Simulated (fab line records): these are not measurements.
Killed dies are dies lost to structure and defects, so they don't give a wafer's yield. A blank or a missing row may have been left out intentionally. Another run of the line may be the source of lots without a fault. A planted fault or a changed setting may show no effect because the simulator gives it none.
Matching of chambers    flow nand-harc    3 sister chambers for NHARC_P_M1_DEP_33 on pecvd-02
The step deposits SiCN, target thk 30 nm. 6 wafers are shown with their chamber, then 10 later ones without.

== EACH WAFER AND ITS CHAMBER ==
wafer   chamber  heater-power-w (W)
L086.4  2        744
L087.1  2        623
L087.2  0        521
L087.3  1        549
L089.2  1        582
L089.4  0        564

== WAFERS WITHOUT THEIR CHAMBER ==
wafer   heater-power-w (W)
L089.5  624
L090.2  543
L090.3  562
L090.6  696
L088.2  540
L088.3  535
L088.6  544
L095.1  525
L095.4  521
L095.6  583

== EACH ONE'S CHAMBER ==
wafer   from the rows above           in truth
L089.5  can't be placed: 1 or 2 or 0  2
L090.2  can't be placed: 0 or 1       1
L090.3  can't be placed: 1 or 0       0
L090.6  2                             2
L088.2  can't be placed: 0 or 1       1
L088.3  can't be placed: 0 or 1       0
L088.6  can't be placed: 0 or 1       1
L095.1  can't be placed: 0 or 1       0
L095.4  can't be placed: 0 or 1       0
L095.6  can't be placed: 1 or 0 or 2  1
1 of 10 placed correctly. Not placeable from these rows: 9 (in 9, the candidates include the true chamber). 0 placed wrongly.
How it was worked out, from the rows above alone: a wafer's distance from a chamber is the root of the sum, over the readings, of the square of ((its reading less the chamber's mean) divided by the reading's scatter). The wafer belongs to the nearest chamber; if the next one is less than 2 further off, it can't be placed. A chamber's mean is the mean of its shown wafers. The scatter: take each reading less its chamber's mean, square it, sum over the shown wafers, divide by the number of wafers less the number of chambers, and take the root.
